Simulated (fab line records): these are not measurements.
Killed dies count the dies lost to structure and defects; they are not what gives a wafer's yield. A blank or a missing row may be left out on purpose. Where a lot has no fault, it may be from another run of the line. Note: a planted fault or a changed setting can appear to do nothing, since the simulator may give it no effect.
Lot-split experiment | flow n5-finfet | 21 wafers read from 7 lots, route of 1938 steps

== THE SPLIT ITSELF ==
At N5_BEOL_M1_ETCH_70 (etches SOC in N2/H2, target depth 80 nm, overetch 16 nm, time 120 s), the setting time-s was moved away from the recipe's 120 s on 7 of the 21 wafers read, by -13.2% to +17.8%. For the rest of the wafers, this setting stayed at what the recipe calls for.

The reading is taken at the split's own step.

== THE READING ==
SiARC_of_BEOL_M1_COAT_68.thk-nm (the simulator's own value, which no gauge read), in nm, at N5_BEOL_M1_ETCH_70 (etches SOC in N2/H2, target depth 80 nm, overetch 16 nm, time 120 s). The file does not state a usual value for it. The 14 wafers here that ran the recipe average 6.3 nm, standard deviation 0.12 nm.

wafer  | tool, chamber at the split | time-s as run, s | against the recipe | SiARC_of_BEOL_M1_COAT_68.thk-nm, nm | against lot-mates on the recipe
L074.2 | rie-diel-06, 0             | 120              | recipe             | 6.6                                 | -
L074.3 | rie-diel-06, 3             | 120              | recipe             | 6.4                                 | -
L074.5 | rie-diel-06, 3             | 120              | recipe             | 6.4                                 | -
L076.3 | rie-diel-01, 1             | 120              | recipe             | 6.2                                 | -
L076.4 | rie-diel-01, 3,2           | 120              | recipe             | 6.4                                 | -
L076.6 | rie-diel-01, 3,2           | 120              | recipe             | 6.4                                 | -
L080.2 | rie-diel-06, 1             | 141.3            | +17.8%             | 5.8                                 | -0.4
L080.4 | rie-diel-06, 3             | 120              | recipe             | 6.2                                 | -
L080.6 | rie-diel-06, 0             | 141.3            | +17.8%             | 5.6                                 | -0.6
L082.1 | rie-diel-01, 1             | 120              | recipe             | 6.2                                 | -
L082.2 | rie-diel-01, 3,1           | 104.2            | -13.2%             | 7                                   | +0.8
L082.5 | rie-diel-01, 3,1           | 104.2            | -13.2%             | 7                                   | +0.8
L083.2 | rie-diel-05, 3             | 120              | recipe             | 6.4                                 | -
L083.4 | rie-diel-05, 3             | 120              | recipe             | 6.4                                 | -
L083.6 | rie-diel-05, 1             | 129.2            | +7.7%              | 6.2                                 | -0.2
L089.3 | rie-diel-01, 0             | 131.6            | +9.7%              | 5.6                                 | -0.6
L089.4 | rie-diel-01, 0             | 120              | recipe             | 6.2                                 | -
L089.5 | rie-diel-01, 3             | 131.6            | +9.7%              | 5.8                                 | -0.4
L087.2 | rie-diel-06, 3,0           | 120              | recipe             | 6.4                                 | -
L087.6 | rie-diel-06, 3,0           | 120              | recipe             | 6.4                                 | -
L087.4 | rie-diel-06, 2             | 120              | recipe             | 6.2                                 | -
The file does not say which wafer passed through which chamber wherever a row lists several chambers: such a row stands for several wafers.

FIT RESULTS
A straight line over all 21 wafers: SiARC_of_BEOL_M1_COAT_68.thk-nm changes by -0.0442 nm for each +1% of time-s; r = -0.92; the points scatter about the line by 0.15 nm.
The same after taking each lot's own level away (the mean of its wafers on the recipe; 21 wafers): -0.0422 nm for each +1%; r = -0.92; scatter 0.14 nm.
That fit puts the effect of the largest move of time-s on the reading at 0.75 nm.
The span of the lots' own levels, 6.20 to 6.47 nm, comes to 2.3 times the standard deviation stated above.
Hence the lot-to-lot level has little effect on the slope; both slopes agree.
Check: for one of the wafers moved furthest among these (+17.8%), held out of the fit, the line's prediction against its lot-mates is -0.818 nm. It came out at -0.4 nm against them.

== THE FILE'S OWN FIT ==
SiARC_of_BEOL_M1_COAT_68.thk-nm changes by -0.0402 nm for each +1% of time-s, r = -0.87.
